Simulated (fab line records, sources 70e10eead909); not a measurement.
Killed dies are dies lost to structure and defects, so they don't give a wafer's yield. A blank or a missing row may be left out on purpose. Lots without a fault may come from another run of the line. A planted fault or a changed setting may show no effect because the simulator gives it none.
Chamber matching | flow nand_harc | NHARC_A_WL_FILL_ALD_10 on ald_hk-02: 4 sister chambers
The step deposits SiO2, target thk 50 nm, pulse time 10 s, ald cycles 500. 4 wafers are shown with their chamber, then 8 later ones without.

WAFERS WITH THEIR CHAMBER
wafer  | chamber | heater_power_w (W)
L083.2 | 0       | 438
L083.3 | 1       | 522
L083.4 | 2       | 421
L089.3 | 3       | 376

WAFERS WITHOUT THEIR CHAMBER
wafer  | heater_power_w (W)
L089.4 | 450
L089.6 | 386
L091.1 | 524
L091.3 | 449
L091.5 | 430
L096.2 | 441
L096.4 | 429
L096.5 | 450

WHICH CHAMBER EACH WENT THROUGH
wafer  | from the rows above     | in truth
L089.4 | can't be placed: 0 or 2 | 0
L089.6 | 3                       | 3
L091.1 | 1                       | 1
L091.3 | can't be placed: 0 or 2 | 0
L091.5 | can't be placed: 0 or 2 | 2
L096.2 | can't be placed: 0 or 2 | 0
L096.4 | can't be placed: 2 or 0 | 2
L096.5 | can't be placed: 0 or 2 | 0
Placed correctly: 2 of 8. Can't be placed from these rows: 6 (the true chamber is among the candidates in 6). Placed wrongly: 0.
How it was worked out, from the rows above alone: a wafer's distance from a chamber is the root of the sum, over the readings, of the square of ((its reading less the chamber's mean) divided by the reading's scatter). The wafer belongs to the nearest chamber; if the next one is less than 2 further off, it can't be placed. A chamber's mean is the mean of its shown wafers. The scatter: with one shown wafer a chamber, the root of the mean of the squares of how far each hidden wafer lies from its nearest shown one.
